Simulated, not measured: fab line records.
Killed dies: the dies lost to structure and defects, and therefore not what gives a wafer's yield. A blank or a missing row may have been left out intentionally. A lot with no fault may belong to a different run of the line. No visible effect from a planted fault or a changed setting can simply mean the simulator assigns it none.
Split-lot trial / flow n5 finfet / on a route of 1938 steps: 7 lots, 21 wafers read

ABOUT THE SPLIT
At N5_BEOL_M10_COAT_60 (time 60 s, resist thk 30 nm), the setting spin rpm was moved away from the recipe's 1500 rpm on 5 of the 21 wafers read, by -10.0% to +3.1%. All remaining wafers had this setting at the recipe value.

FROM THE SPLIT TO THE READING: what the file shows between them, 7 steps
- N5_BEOL_M10_COAT_05: resist thk 90 nm (also split here: spin rpm)
- N5_BEOL_M10_EBR_07
- N5_BEOL_M10_SOFTBAKE_06: time 60 s
- N5_BEOL_M10_EXPOSE_08: exposes mask M10
- N5_BEOL_M10_PEB_09: peb time 60 s
- N5_BEOL_M10_DEVELOP_10: develop time 30 s
- N5_BEOL_M10_DESCUM_16: chemistry O2, time 7.9 s

THE READING
etch.depth nm (the simulator's own value, which no gauge read), in nm, at N5_BEOL_M10_ETCH_61 (etches SiARC in CF4, target depth 39 nm, time 65 s). There is no usual value for it anywhere in the file. Here, 16 wafers ran the recipe; their average is 30.03 nm with a standard deviation of 0.11 nm.

wafer=L077.2; tool, chamber at the split=litho track-02, 0; spin rpm as run, rpm=1500; against the recipe=recipe; etch.depth nm, nm=30.11; against lot-mates on the recipe=-
wafer=L077.3; tool, chamber at the split=litho track-02, 0; spin rpm as run, rpm=1500; against the recipe=recipe; etch.depth nm, nm=30.19; against lot-mates on the recipe=-
wafer=L077.5; tool, chamber at the split=litho track-02, 0; spin rpm as run, rpm=1500; against the recipe=recipe; etch.depth nm, nm=30.16; against lot-mates on the recipe=-
wafer=L083.1; tool, chamber at the split=litho track-04, 0; spin rpm as run, rpm=1350; against the recipe=-10.0%; etch.depth nm, nm=31.53; against lot-mates on the recipe=+1.58
wafer=L083.4; tool, chamber at the split=litho track-04, 0; spin rpm as run, rpm=1500; against the recipe=recipe; etch.depth nm, nm=29.95; against lot-mates on the recipe=-
wafer=L083.5; tool, chamber at the split=litho track-04, 0; spin rpm as run, rpm=1350; against the recipe=-10.0%; etch.depth nm, nm=31.52; against lot-mates on the recipe=+1.57
wafer=L085.1; tool, chamber at the split=litho track-04, 0; spin rpm as run, rpm=1500; against the recipe=recipe; etch.depth nm, nm=30.14; against lot-mates on the recipe=-
wafer=L085.2; tool, chamber at the split=litho track-04, 0; spin rpm as run, rpm=1500; against the recipe=recipe; etch.depth nm, nm=30.09; against lot-mates on the recipe=-
wafer=L085.4; tool, chamber at the split=litho track-04, 0; spin rpm as run, rpm=1500; against the recipe=recipe; etch.depth nm, nm=30.16; against lot-mates on the recipe=-
wafer=L086.3; tool, chamber at the split=litho track-04, 0; spin rpm as run, rpm=1500; against the recipe=recipe; etch.depth nm, nm=29.95; against lot-mates on the recipe=-
wafer=L086.4; tool, chamber at the split=litho track-04, 0; spin rpm as run, rpm=1500; against the recipe=recipe; etch.depth nm, nm=29.9; against lot-mates on the recipe=-
wafer=L086.6; tool, chamber at the split=litho track-04, 0; spin rpm as run, rpm=1500; against the recipe=recipe; etch.depth nm, nm=29.94; against lot-mates on the recipe=-
wafer=L089.1; tool, chamber at the split=litho track-04, 0; spin rpm as run, rpm=1500; against the recipe=recipe; etch.depth nm, nm=30.03; against lot-mates on the recipe=-
wafer=L089.5; tool, chamber at the split=litho track-04, 0; spin rpm as run, rpm=1500; against the recipe=recipe; etch.depth nm, nm=29.98; against lot-mates on the recipe=-
wafer=L089.6; tool, chamber at the split=litho track-04, 0; spin rpm as run, rpm=1500; against the recipe=recipe; etch.depth nm, nm=30; against lot-mates on the recipe=-
wafer=L095.1; tool, chamber at the split=litho track-02, 0; spin rpm as run, rpm=1546; against the recipe=+3.1%; etch.depth nm, nm=29.71; against lot-mates on the recipe=-0.42
wafer=L095.2; tool, chamber at the split=litho track-02, 0; spin rpm as run, rpm=1500; against the recipe=recipe; etch.depth nm, nm=30.13; against lot-mates on the recipe=-
wafer=L095.6; tool, chamber at the split=litho track-02, 0; spin rpm as run, rpm=1546; against the recipe=+3.1%; etch.depth nm, nm=29.59; against lot-mates on the recipe=-0.54
wafer=L094.2; tool, chamber at the split=litho track-04, 0; spin rpm as run, rpm=1500; against the recipe=recipe; etch.depth nm, nm=29.86; against lot-mates on the recipe=-
wafer=L094.3; tool, chamber at the split=litho track-04, 0; spin rpm as run, rpm=1500; against the recipe=recipe; etch.depth nm, nm=29.87; against lot-mates on the recipe=-
wafer=L094.4; tool, chamber at the split=litho track-04, 0; spin rpm as run, rpm=1543; against the recipe=+2.9%; etch.depth nm, nm=29.48; against lot-mates on the recipe=-0.39

THE FIT
A straight line over all 21 wafers: etch.depth nm changes by -0.149 nm for each +1% of spin rpm; r = -0.98; the points scatter about the line by 0.11 nm.
The same after taking each lot's own level away (the mean of its wafers on the recipe; 21 wafers): -0.156 nm for each +1%; r = -1.00; scatter 0.032 nm.
According to that fit, moving spin rpm by its largest amount changes the reading by 1.6 nm.
Measured against the standard deviation above, the lots' own levels, which go from 29.865 to 30.153 nm, span 2.7 times it.
The two slopes are in agreement: the lot-to-lot level therefore moves the slope only a little.
Check: +1.56 nm against its lot-mates is what the line predicts for one of the wafers moved furthest among these (-10.0%) when that wafer is left out of the fit. It came out at +1.58 nm against them.

OTHER SPLITS APPLIED TO THESE WAFERS
Note: prior to the reading, these wafers also went through further splits. Each is held against what the fit with the lots' levels taken away leaves over:
other split on the same wafers=N5_BEOL_M9_EXPOSE_08 dose mj; wafers away from the commonest value=9; r with etch.depth nm (lot level and that fit taken away)=+0.15
other split on the same wafers=N5_BEOL_M10_COAT_05 spin rpm; wafers away from the commonest value=2; r with etch.depth nm (lot level and that fit taken away)=+0.02

THE WHOLE CHAIN: every reading that the file lists as answering this split, in the file's order
step=N5_BEOL_M10_COAT_60; what it does=time 60 s, resist thk 30 nm; reading=SiARC_of_BEOL_M10_COAT_60.thk nm (the simulator's own value, which no gauge read); change (the file's fit)=-0.159 nm for each +1% of the setting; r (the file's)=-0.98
step=N5_BEOL_M10_ETCH_61; what it does=etches SiARC in CF4, target depth 39 nm, time 65 s; reading=etch.depth nm (the simulator's own value, which no gauge read); change (the file's fit)=-0.156 nm for each +1% of the setting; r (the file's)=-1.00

THE FILE'S OWN FIT
etch.depth nm changes by -0.156 nm for each +1% of spin rpm, r = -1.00.
